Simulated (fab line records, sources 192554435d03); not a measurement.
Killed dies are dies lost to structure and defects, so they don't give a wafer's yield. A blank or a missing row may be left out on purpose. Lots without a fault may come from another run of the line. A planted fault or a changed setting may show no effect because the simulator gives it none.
Chamber matching | flow n5_finfet | N5_BEOL_M8_ETCH_61 on rie_diel-06: 4 sister chambers
The step etches SiARC in CF4, target depth 45.5 nm, time 75.8 s. 22 wafers are shown with their chamber, then 11 later ones without.

WAFERS WITH THEIR CHAMBER
wafer  | chamber | showerhead_plenum_p_Torr (Torr) | drypump_motor_current_A (A) | throttle_valve_pct (%)
L077.2 | 0       | 2.26                            | 5.3                         | 15.47
L077.4 | 2       | 2.25                            | 5.4                         | 15.57
L077.5 | 2       | 2.25                            | 5.4                         | 15.58
L076.1 | 3       | 2.24                            | 5.2                         | 15.49
L076.3 | 2       | 2.25                            | 5.5                         | 15.58
L076.4 | 1       | 2.06                            | 6.7                         | 15.67
L078.1 | 0       | 2.26                            | 5.3                         | 15.49
L078.2 | 2       | 2.25                            | 5.4                         | 15.59
L078.4 | 3       | 2.24                            | 5.2                         | 15.49
L079.2 | 0       | 2.26                            | 5.3                         | 15.49
L079.3 | 1       | 2.06                            | 6.7                         | 15.68
L079.5 | 3       | 2.24                            | 5.1                         | 15.51
L081.2 | 0       | 2.26                            | 5.3                         | 15.50
L081.3 | 1       | 2.06                            | 6.6                         | 15.68
L081.5 | 1       | 2.06                            | 6.7                         | 15.69
L084.1 | 1       | 2.06                            | 6.7                         | 15.67
L084.2 | 2       | 2.25                            | 5.4                         | 15.61
L084.4 | 3       | 2.24                            | 5.1                         | 15.50
L085.2 | 3       | 2.24                            | 5.1                         | 15.51
L085.5 | 2       | 2.25                            | 5.4                         | 15.61
L085.6 | 3       | 2.24                            | 5.1                         | 15.50
L089.4 | 2       | 2.24                            | 5.4                         | 15.64

SIGNATURES (means of the wafers above)
reading                  | chamber 0 | chamber 1 | chamber 2 | chamber 3 | scatter within a chamber
showerhead_plenum_p_Torr | 2.2600    | 2.0600    | 2.2486    | 2.2400    | 0.00218
drypump_motor_current_A  | 5.300     | 6.680     | 5.414     | 5.133     | 0.0408
throttle_valve_pct       | 15.4875   | 15.6780   | 15.5971   | 15.5000   | 0.0162
Rule: a wafer's distance from a chamber is the root of the sum, over the readings, of the square of ((its reading less the chamber's mean) divided by the reading's scatter). The wafer belongs to the nearest chamber; if the next one is less than 2 further off, it can't be placed. The scatter: the root of (the sum of the squares of (reading less its chamber's mean) over the shown wafers, divided by (wafers less chambers)).

WAFERS WITHOUT THEIR CHAMBER
wafer  | showerhead_plenum_p_Torr (Torr) | drypump_motor_current_A (A) | throttle_valve_pct (%)
L089.5 | 2.05                            | 6.7                         | 15.73
L089.6 | 2.25                            | 5.3                         | 15.52
L090.3 | 2.23                            | 5.1                         | 15.54
L090.5 | 2.24                            | 5.4                         | 15.64
L090.6 | 2.05                            | 6.7                         | 15.71
L091.1 | 2.05                            | 6.7                         | 15.74
L091.4 | 2.23                            | 5.1                         | 15.53
L091.5 | 2.05                            | 6.7                         | 15.73
L097.1 | 2.23                            | 5.1                         | 15.59
L097.3 | 2.04                            | 6.6                         | 15.75
L097.5 | 2.25                            | 5.3                         | 15.57

WHICH CHAMBER EACH WENT THROUGH
wafer  | from the rows above          | in truth
L089.5 | 1                            | 1
L089.6 | can't be placed: 0 or 2 or 3 | 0
L090.3 | 3                            | 3
L090.5 | 2                            | 2
L090.6 | 1                            | 1
L091.1 | 1                            | 1
L091.4 | 3                            | 3
L091.5 | 1                            | 1
L097.1 | 3                            | 3
L097.3 | 1                            | 1
L097.5 | 2                            | 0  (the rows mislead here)
Placed correctly: 9 of 11. Can't be placed from these rows: 1 (the true chamber is among the candidates in 1). Placed wrongly: 1.
